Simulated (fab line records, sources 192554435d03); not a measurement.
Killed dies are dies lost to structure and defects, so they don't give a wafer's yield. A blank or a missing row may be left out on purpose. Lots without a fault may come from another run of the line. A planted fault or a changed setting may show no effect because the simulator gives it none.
Chamber matching | flow n5_finfet | N5_MOL_CONTACT_COAG_CMP_52 on cmp-03: 4 sister chambers
The step polishes, stops on SiO2, t overpolish 1.5 s, target thk 66.5 nm. 4 wafers are shown with their chamber, then 9 later ones without.

WAFERS WITH THEIR CHAMBER
wafer  | chamber | motor_current_A (A)
L079.1 | 3       | 13.3
L079.4 | 2       | 12.4
L085.1 | 1       | 11.9
L085.5 | 0       | 13.1

WAFERS WITHOUT THEIR CHAMBER
wafer  | motor_current_A (A)
L086.1 | 12.0
L086.3 | 13.8
L086.4 | 12.9
L087.2 | 13.4
L087.3 | 13.5
L087.4 | 12.8
L089.2 | 12.1
L089.3 | 13.5
L089.6 | 13.4

WHICH CHAMBER EACH WENT THROUGH
wafer  | from the rows above          | in truth
L086.1 | can't be placed: 1 or 2      | 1
L086.3 | can't be placed: 3 or 0      | 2
L086.4 | can't be placed: 0 or 3 or 2 | 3
L087.2 | can't be placed: 3 or 0      | 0
L087.3 | can't be placed: 3 or 0      | 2
L087.4 | can't be placed: 0 or 2 or 3 | 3
L089.2 | can't be placed: 1 or 2      | 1
L089.3 | can't be placed: 3 or 0      | 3
L089.6 | can't be placed: 3 or 0      | 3
Placed correctly: 0 of 9. Can't be placed from these rows: 9 (the true chamber is among the candidates in 7). Placed wrongly: 0.
How it was worked out, from the rows above alone: a wafer's distance from a chamber is the root of the sum, over the readings, of the square of ((its reading less the chamber's mean) divided by the reading's scatter). The wafer belongs to the nearest chamber; if the next one is less than 2 further off, it can't be placed. A chamber's mean is the mean of its shown wafers. The scatter: with one shown wafer a chamber, the root of the mean of the squares of how far each hidden wafer lies from its nearest shown one.
